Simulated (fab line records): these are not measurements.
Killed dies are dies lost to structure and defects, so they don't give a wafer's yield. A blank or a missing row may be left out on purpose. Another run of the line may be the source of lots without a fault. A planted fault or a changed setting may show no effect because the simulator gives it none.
Chamber matching :: flow n5-finfet :: N5_BEOL_M9_ETCH_66 on rie-diel-03 has 4 sister chambers
The step etches SOC in N2/H2, target depth 80 nm, overetch 16 nm, time 120 s. 8 wafers are shown with their chamber, then 7 later ones without.

## WAFERS PAIRED WITH THEIR CHAMBERS
wafer: L075.1
chamber: 2
throttle-valve-pct (%): 17.45
oes-product-au (a.u.): 0.68

wafer: L084.4
chamber: 3
throttle-valve-pct (%): 18.41
oes-product-au (a.u.): 0.64

wafer: L084.6
chamber: 2
throttle-valve-pct (%): 17.48
oes-product-au (a.u.): 0.66

wafer: L090.1
chamber: 0
throttle-valve-pct (%): 18.09
oes-product-au (a.u.): 0.53

wafer: L090.3
chamber: 1
throttle-valve-pct (%): 17.83
oes-product-au (a.u.): 0.64

wafer: L090.6
chamber: 1
throttle-valve-pct (%): 17.83
oes-product-au (a.u.): 0.65

wafer: L089.1
chamber: 3
throttle-valve-pct (%): 18.41
oes-product-au (a.u.): 0.63

wafer: L089.5
chamber: 0
throttle-valve-pct (%): 18.08
oes-product-au (a.u.): 0.54

## WAFERS WITH NO CHAMBER GIVEN
wafer: L089.6
throttle-valve-pct (%): 17.84
oes-product-au (a.u.): 0.64

wafer: L088.1
throttle-valve-pct (%): 17.85
oes-product-au (a.u.): 0.63

wafer: L088.4
throttle-valve-pct (%): 17.84
oes-product-au (a.u.): 0.65

wafer: L088.5
throttle-valve-pct (%): 18.41
oes-product-au (a.u.): 0.64

wafer: L091.1
throttle-valve-pct (%): 17.86
oes-product-au (a.u.): 0.63

wafer: L091.2
throttle-valve-pct (%): 18.44
oes-product-au (a.u.): 0.62

wafer: L091.4
throttle-valve-pct (%): 17.88
oes-product-au (a.u.): 0.63

## WHICH CHAMBER EACH ONE RAN IN
wafer: L089.6
from the rows above: 1
in truth: 1

wafer: L088.1
from the rows above: 1
in truth: 1

wafer: L088.4
from the rows above: 1
in truth: 1

wafer: L088.5
from the rows above: 3
in truth: 3

wafer: L091.1
from the rows above: 1
in truth: 1

wafer: L091.2
from the rows above: 3
in truth: 3

wafer: L091.4
from the rows above: 1
in truth: 1
7 of 7 placed correctly. Can't be placed from these rows: 0. Placed wrongly: 0.
How it was worked out, from the rows above alone: a wafer's distance from a chamber is the root of the sum, over the readings, of the square of ((its reading less the chamber's mean) divided by the reading's scatter). If the next closest chamber is less than 2 further off than the closest, the wafer can't be placed; otherwise it belongs to the closest. A chamber's mean is the mean of its shown wafers. How the scatter is found: for the shown wafers, subtract from each reading the mean of its chamber, square and add these, divide the total by (wafers less chambers), then take the root.
